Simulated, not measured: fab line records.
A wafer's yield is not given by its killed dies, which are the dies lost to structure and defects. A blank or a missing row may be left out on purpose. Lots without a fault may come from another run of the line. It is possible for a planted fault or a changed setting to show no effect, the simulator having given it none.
Chamber matching | flow n5 finfet | N5_FIN_SAQP_ETCH_67 on rie diel-04 has 4 sister chambers
The step etches SiNx in CH3F/O2, target depth 30 nm. 18 wafers are shown with their chamber, then 9 later ones without.

== WAFERS WITH THEIR CHAMBER ==
wafer  | chamber | throttle valve pct (%) | showerhead plenum p Torr (Torr) | rf vpp V (V)
L078.1 | 1       | 16.25                  | 1.99                            | 297.8
L078.2 | 2       | 16.64                  | 1.90                            | 292.9
L078.3 | 3       | 16.06                  | 1.92                            | 296.6
L079.1 | 2       | 16.66                  | 1.90                            | 293.1
L079.2 | 0       | 16.76                  | 2.00                            | 294.0
L079.3 | 1       | 16.27                  | 1.99                            | 296.3
L080.2 | 2       | 16.65                  | 1.90                            | 292.5
L080.5 | 2       | 16.65                  | 1.90                            | 292.7
L080.6 | 3       | 16.06                  | 1.92                            | 297.5
L085.3 | 3       | 16.11                  | 1.91                            | 297.9
L085.4 | 2       | 16.69                  | 1.90                            | 293.1
L085.5 | 2       | 16.69                  | 1.90                            | 293.5
L086.2 | 3       | 16.11                  | 1.91                            | 297.4
L086.5 | 1       | 16.28                  | 1.98                            | 296.0
L086.6 | 2       | 16.69                  | 1.90                            | 292.4
L088.1 | 2       | 16.70                  | 1.89                            | 292.7
L088.3 | 1       | 16.29                  | 1.98                            | 296.3
L088.4 | 3       | 16.12                  | 1.91                            | 297.4

SIGNATURES (averages over the wafers above)
reading                  | chamber 0 | chamber 1 | chamber 2 | chamber 3 | scatter within a chamber
throttle valve pct       | 16.7600   | 16.2725   | 16.6713   | 16.0920   | 0.0243
showerhead plenum p Torr | 2.0000    | 1.9850    | 1.8987    | 1.9140    | 0.00469
rf vpp V                 | 294.000   | 296.600   | 292.863   | 297.360   | 0.52
Rule: distance of a wafer from a chamber = root of the sum over the readings of ((wafer's reading minus chamber's mean) / reading's scatter) squared. The wafer belongs to the nearest chamber; if the next one is less than 2 further off, it can't be placed. The scatter: take each reading less its chamber's mean, square it, sum over the shown wafers, divide by the number of wafers less the number of chambers, and take the root.

== WAFERS WHOSE CHAMBER IS MISSING ==
wafer  | throttle valve pct (%) | showerhead plenum p Torr (Torr) | rf vpp V (V)
L089.1 | 16.71                  | 1.89                            | 292.6
L089.3 | 16.29                  | 1.98                            | 297.8
L089.6 | 16.72                  | 1.89                            | 291.9
L091.1 | 16.32                  | 1.98                            | 297.1
L091.5 | 16.82                  | 1.99                            | 294.6
L091.6 | 16.30                  | 1.98                            | 298.2
L092.1 | 16.79                  | 1.99                            | 295.0
L092.2 | 16.13                  | 1.91                            | 295.8
L092.3 | 16.32                  | 1.98                            | 296.8

== THE CHAMBER EACH PASSED THROUGH ==
wafer  | from the rows above | in truth
L089.1 | 2                   | 2
L089.3 | 1                   | 1
L089.6 | 2                   | 2
L091.1 | 1                   | 1
L091.5 | 0                   | 0
L091.6 | 1                   | 1
L092.1 | 0                   | 0
L092.2 | 3                   | 3
L092.3 | 1                   | 1
Correct placement for 9 of the 9. Can't be placed from these rows: 0. 0 placed wrongly.
